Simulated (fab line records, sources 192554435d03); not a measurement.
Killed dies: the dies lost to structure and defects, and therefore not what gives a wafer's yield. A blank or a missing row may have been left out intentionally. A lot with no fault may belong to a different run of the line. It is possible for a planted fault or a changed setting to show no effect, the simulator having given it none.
Split-lot trial :: flow n5Finfet :: 7 lots, 21 wafers read, on a route of 1938 steps

== THE SPLIT ==
At N5_BEOL_M1_ETCH_64 (etches SOC in N2/H2, target depth 75 nm, overetch 15 nm, time 112.5 s), the setting sourceW was moved away from the recipe's 840 W on 5 of the 21 wafers read, by +5.7% to +15.6%. This setting was run at the recipe's value on the other wafers.

Reading taken at the split's own step.

== THE READING ==
rfVppV, in V, at N5_BEOL_M1_ETCH_64 (etches SOC in N2/H2, target depth 75 nm, overetch 15 nm, time 112.5 s). On this fab line, fault-free wafers typically give 524.7 V with a standard deviation of 2.3 V.

wafer: L074.1
tool, chamber at the split: rieDiel-03, 3
sourceW as run, W: 890.1
against the recipe: +6.0%
rfVppV, V: 517.9
against lot-mates on the recipe: -6.8

wafer: L074.2
tool, chamber at the split: rieDiel-03, 0
sourceW as run, W: 840
against the recipe: recipe
rfVppV, V: 524.7
against lot-mates on the recipe: -

wafer: L074.3
tool, chamber at the split: rieDiel-03, 2
sourceW as run, W: 890.1
against the recipe: +6.0%
rfVppV, V: 515.4
against lot-mates on the recipe: -9.3

wafer: L077.3
tool, chamber at the split: rieDiel-03, 3
sourceW as run, W: 840
against the recipe: recipe
rfVppV, V: 527.2
against lot-mates on the recipe: -

wafer: L077.4
tool, chamber at the split: rieDiel-03, 2
sourceW as run, W: 840
against the recipe: recipe
rfVppV, V: 524.6
against lot-mates on the recipe: -

wafer: L077.5
tool, chamber at the split: rieDiel-03, 2
sourceW as run, W: 840
against the recipe: recipe
rfVppV, V: 523.8
against lot-mates on the recipe: -

wafer: L078.2
tool, chamber at the split: rieDiel-03, 0
sourceW as run, W: 971.1
against the recipe: +15.6%
rfVppV, V: 498.0
against lot-mates on the recipe: -28.0

wafer: L078.4
tool, chamber at the split: rieDiel-03, 3
sourceW as run, W: 840
against the recipe: recipe
rfVppV, V: 528.4
against lot-mates on the recipe: -

wafer: L078.5
tool, chamber at the split: rieDiel-03, 2
sourceW as run, W: 840
against the recipe: recipe
rfVppV, V: 523.5
against lot-mates on the recipe: -

wafer: L081.3
tool, chamber at the split: rieDiel-04, 1
sourceW as run, W: 840
against the recipe: recipe
rfVppV, V: 525.9
against lot-mates on the recipe: -

wafer: L081.4
tool, chamber at the split: rieDiel-04, 2
sourceW as run, W: 840
against the recipe: recipe
rfVppV, V: 526.3
against lot-mates on the recipe: -

wafer: L081.5
tool, chamber at the split: rieDiel-04, 1
sourceW as run, W: 840
against the recipe: recipe
rfVppV, V: 527.3
against lot-mates on the recipe: -

wafer: L084.1
tool, chamber at the split: rieDiel-02, 0
sourceW as run, W: 840
against the recipe: recipe
rfVppV, V: 524.0
against lot-mates on the recipe: -

wafer: L084.4
tool, chamber at the split: rieDiel-02, 1
sourceW as run, W: 840
against the recipe: recipe
rfVppV, V: 525.4
against lot-mates on the recipe: -

wafer: L084.5
tool, chamber at the split: rieDiel-02, 2
sourceW as run, W: 840
against the recipe: recipe
rfVppV, V: 526.8
against lot-mates on the recipe: -

wafer: L087.1
tool, chamber at the split: rieDiel-03, 3
sourceW as run, W: 840
against the recipe: recipe
rfVppV, V: 528.6
against lot-mates on the recipe: -

wafer: L087.3
tool, chamber at the split: rieDiel-03, 1
sourceW as run, W: 840
against the recipe: recipe
rfVppV, V: 521.1
against lot-mates on the recipe: -

wafer: L087.4
tool, chamber at the split: rieDiel-03, 0
sourceW as run, W: 840
against the recipe: recipe
rfVppV, V: 524.7
against lot-mates on the recipe: -

wafer: L094.3
tool, chamber at the split: rieDiel-02, 1
sourceW as run, W: 887.8
against the recipe: +5.7%
rfVppV, V: 514.1
against lot-mates on the recipe: -14.0

wafer: L094.4
tool, chamber at the split: rieDiel-02, 3
sourceW as run, W: 840
against the recipe: recipe
rfVppV, V: 528.1
against lot-mates on the recipe: -

wafer: L094.6
tool, chamber at the split: rieDiel-02, 0
sourceW as run, W: 887.8
against the recipe: +5.7%
rfVppV, V: 514.6
against lot-mates on the recipe: -13.5

THE FIT
A straight line over all 21 wafers: rfVppV changes by -1.76 V for each +1% of sourceW; r = -0.96; the points scatter about the line by 2 V.
The same after taking each lot's own level away (the mean of its wafers on the recipe; 21 wafers): -1.81 V for each +1%; r = -0.96; scatter 2.2 V.
The reading moves by 28 V for the largest change in sourceW, on that fit.
Measured against the standard deviation above, the lots' own levels, which go from 524.70 to 528.10 V, span 1.5 times it.
So the lot-to-lot level changes the slope little: the two slopes agree.
Check: with one of the wafers moved furthest among these (+15.6%) left out of the fit, the line predicts -29 V for it against its lot-mates. Against them it came out at -28 V.
Tool readings at the split's step, against how far the setting was moved: rfVppV r = -0.96.

== ADDITIONAL SPLITS CARRIED BY THESE WAFERS ==
Before the reading, these wafers also passed through other splits. Each is held against what the fit with the lots' levels taken away leaves over:
other split on the same wafers: N5_MOL_CONTACT_COAG_COAT_64 spinRpm
wafers away from the commonest value: 7
r with rfVppV (lot level and that fit taken away): +0.20

other split on the same wafers: N5_BEOL_M0_SAQP_EXPOSE_11 doseMj
wafers away from the commonest value: 6
r with rfVppV (lot level and that fit taken away): +0.04

other split on the same wafers: N5_BEOL_M0_SAQP_DESCUM_19 timeS
wafers away from the commonest value: 5
r with rfVppV (lot level and that fit taken away): -0.48

other split on the same wafers: N5_BEOL_M0_SAQP_SPACER1_ALD_98 aldCycles
wafers away from the commonest value: 6
r with rfVppV (lot level and that fit taken away): -0.25

== THE FILE'S OWN FIT ==
rfVppV changes by -1.81 V for each +1% of sourceW, r = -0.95.
